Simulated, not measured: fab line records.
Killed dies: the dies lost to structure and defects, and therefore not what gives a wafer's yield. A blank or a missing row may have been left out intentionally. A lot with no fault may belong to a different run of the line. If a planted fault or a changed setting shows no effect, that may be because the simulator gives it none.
Which of the tools did it? :: flow nand harc :: 18 wafers from 6 lots sampled at 2 of the route's 1159 steps

== WHAT THE GAUGES READ, wafer by wafer ==
NHARC_THIN_TSV_CD_MEAS_12: target cd 1000 nm.
lot: L408
measured: day 20 05:27
on: cd sem-02
cd nm (nm): 998.0 999.4 998.0

lot: L410
measured: day 20 12:16
on: cd sem-03
cd nm (nm): 1001.4 1000.8 1001.9

lot: L411
measured: day 21 14:29
on: cd sem-03
cd nm (nm): 999.3 1002.4 1001.2

lot: L417
measured: day 23 16:31
on: cd sem-03
cd nm (nm): 998.8

lot: L414
measured: day 24 19:05
on: cd sem-01
cd nm (nm): 996.3 999.7 996.5

lot: L429
measured: day 26 00:01
on: cd sem-01
cd nm (nm): 999.9 999.3 1000.1

== WHICH TOOL RAN EACH LOT (tool, then ch and the chambers of the sampled wafers, then the start) ==
lot: L408
NHARC_A_BONDPAD_ECD_18: ecd cu-01 ch 1, day 19 13:49

lot: L410
NHARC_A_BONDPAD_ECD_18: ecd cu-02 ch 0,1, day 19 20:17

lot: L411
NHARC_A_BONDPAD_ECD_18: ecd cu-01 ch 0,1, day 20 22:26

lot: L417
NHARC_A_BONDPAD_ECD_18: ecd cu-01 ch 0,1, day 22 22:52

lot: L414
NHARC_A_BONDPAD_ECD_18: ecd cu-02 ch 0,1, day 24 05:17

lot: L429
NHARC_A_BONDPAD_ECD_18: ecd cu-02 ch 0,1, day 25 08:40
- NHARC_A_BONDPAD_ECD_18: material Cu, target thk 400 nm.

== THE ANSWER, worked out from the rows above alone ==
Rule: what is usual is taken from the lots themselves. Put in order of their means at a reading, lots are off if they are a third of the lots or fewer, leave a main group of 4 or more, and stand apart from it by a gap of 3 or more times the standard deviation of the main group's means; of several such gaps the widest counts. Not used: any main group whose means are identical at the precision the tables above print for the reading. Also off: a lot with no number at a reading for which 4 or more lots have one. Any other lot the step has rows for is counted as sound.
No lot is off at any reading shown: from this, nothing can be told.

== WHAT WAS PUT IN BY THE SIMULATOR ==
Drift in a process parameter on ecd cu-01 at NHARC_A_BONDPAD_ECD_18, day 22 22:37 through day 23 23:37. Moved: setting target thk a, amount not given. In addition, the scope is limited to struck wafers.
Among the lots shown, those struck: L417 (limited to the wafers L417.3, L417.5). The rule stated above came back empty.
